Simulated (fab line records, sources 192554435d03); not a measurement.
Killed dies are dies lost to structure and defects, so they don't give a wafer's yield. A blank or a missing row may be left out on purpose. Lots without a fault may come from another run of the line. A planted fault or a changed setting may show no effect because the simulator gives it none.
A struck lot beside a sound one | flow n5_finfet | 34 steps out of a route of 1938
Sound: wafers L124.1, L124.3, L124.4. Struck: wafer L113.1. (L113.4, L113.5 of the same lot were not struck and are left out.) The cause comes at the end.
At each step with rows: each side's tool, then ch and its chambers, then its first start. Under that, the readings that differ: sound wafers | struck wafers | difference of the means | sigmas: that difference in standard deviations of wafers without a fault.
alike: readings whose means differ by less than 2 such deviations, and words and numbers that are the same on both sides. not compared: withheld readings, readings that some wafer has no value for, bounds like >300 that may hide the same value, and numbers for which the record gives no deviation and whose values overlap.
The two part at a step that has a row with sigmas, a row that says differs or no value, or rows on one side only. Numbers that don't overlap but have no deviation are shown without sigmas and don't part them. A reading that every wafer of one side lacks parts them only if that side has two wafers or more.

first, 7 steps without rows for these wafers: N5_BEOL_M4_PRE_CLEAN_60 (time 15 s); N5_BEOL_M4_CO_CAP_55 (material Co, precursor CCTBA/H2, target thk 2 nm, time 102.1 s); N5_BEOL_M4_PRE_CLEAN_56 (time 15 s); N5_BEOL_M4_DEP_57 (deposits SiCN from 3MS/NH3, target thk 8 nm, time 14 s); N5_BEOL_M5_ILD_DEP_00 (deposits SiCOH lowk from DEMS/porogen, target thk 140.64 nm, time 25.9 s); N5_BEOL_M5_CURE_79 (cures SiCOH lowk, time 240 s); N5_BEOL_M5_PECVD_70 (deposits SiO2 from TEOS/O2, target thk 16 nm, time 18 s).
N5_BEOL_M5_HM_DEP_02: deposits TiN, target thk 20 nm.
  sound on pvd_sputter-02, day 13 00:05; struck on pvd_sputter-01, day 10 08:16
  reading                                    | sound        | struck | difference | sigmas
  model.TiN_of_BEOL_M5_HM_DEP_02.thk_nm (nm) | 20.4 20.2 20 | 7.8    | -12.4      |
  alike: throttle_valve_pct
then, 16 steps without rows for these wafers: N5_BEOL_M5_COAT_59 (time 60 s, resist thk 60 nm); N5_BEOL_M5_COAT_60 (time 60 s, resist thk 12 nm); N5_BEOL_M5_COAT_71 (time 60 s, resist thk 5 nm); N5_BEOL_M5_COAT_05 (resist thk 30 nm); N5_BEOL_M5_EBR_07; N5_BEOL_M5_SOFTBAKE_06 (time 60 s); N5_BEOL_M5_EXPOSE_08 (exposes mask M5, target cd 28 nm); N5_BEOL_M5_PEB_09 (peb time 60 s); N5_BEOL_M5_DEVELOP_10 (develop time 30 s); N5_BEOL_M5_DESCUM_16 (chemistry O2, time 7 s); N5_BEOL_M5_ETCH_72 (etches underlayer in N2/H2, target depth 6.5 nm, time 5.2 s); N5_BEOL_M5_ETCH_61 (etches SiARC in CF4, target depth 15.6 nm, time 26 s); N5_BEOL_M5_ETCH_62 (etches SOC in N2/H2, target depth 75 nm, overetch 15 nm, time 112.5 s); N5_BEOL_M5_STRIP_63 (strips in N2/H2); N5_BEOL_M5_STRIP_73 (strips in N2/H2); N5_BEOL_M5_STRIP_64 (strips in CF4).
N5_BEOL_M5_HM_OPEN_17: chemistry Cl2/BCl3, target TiN, target depth 20 nm, overetch 6 nm.
  sound on rie_metal-01 ch 0,1, day 13 00:58; struck on rie_metal-01 ch 0, day 10 09:09
  reading                  | sound             | struck | difference | sigmas
  oes_product_au (a.u.)    | 0.71 0.71 0.63    | 0.47   | -0.21      | -4
  throttle_valve_pct (%)   | 22.30 22.30 22.13 | 22.69  | +0.45      | +2
  model.etch.depth_nm (nm) | 20.41 20.24 20    | 7.714  | -12.503    |
  alike: drypump_motor_current_A
  not compared: rf_hours_counter_h
then, 8 steps without rows for these wafers: N5_BEOL_M5_STRIP_19 (strips in O2); N5_BEOL_M5_COAT_65 (time 60 s, resist thk 60 nm); N5_BEOL_M5_COAT_66 (time 60 s, resist thk 12 nm); N5_BEOL_M5_COAT_74 (time 60 s, resist thk 5 nm); N5_BEOL_M5_COAT_22 (resist thk 30 nm); N5_BEOL_M5_EBR_24; N5_BEOL_M5_SOFTBAKE_23 (time 60 s); N5_BEOL_M5_EXPOSE_25 (exposes mask V4, defocus 10 nm).
N5_BEOL_M5_TRENCH_ETCH_37: etches SiCOH lowk in C4F6/O2, target depth 71.652 nm, time 24.7 s.
  sound on rie_diel-03 ch 0,1,2; struck on rie_diel-02 ch 3
  reading                                    | sound          | struck | difference | sigmas
  rf_hours_counter_h (h)                     | 88 221 72      | 15     | -112       |
  model.TiN_of_BEOL_M5_HM_DEP_02.thk_nm (nm) | 18.4 18.2 18   | 5.6    | -12.6      |
  model.BEOL_M5.cd_nm (nm)                   | 27.6 27.8 28.2 | 28.4   | +0.5       |
  alike: drypump_motor_current_A, oes_product_au, rf_vpp_V, showerhead_plenum_p_Torr, throttle_valve_pct

WHERE THEY PART
Only at N5_BEOL_M5_HM_OPEN_17, within this record. Later steps at which nothing parts them and some readings are alike: N5_BEOL_M5_TRENCH_ETCH_37.

WHY: what the simulator had put in
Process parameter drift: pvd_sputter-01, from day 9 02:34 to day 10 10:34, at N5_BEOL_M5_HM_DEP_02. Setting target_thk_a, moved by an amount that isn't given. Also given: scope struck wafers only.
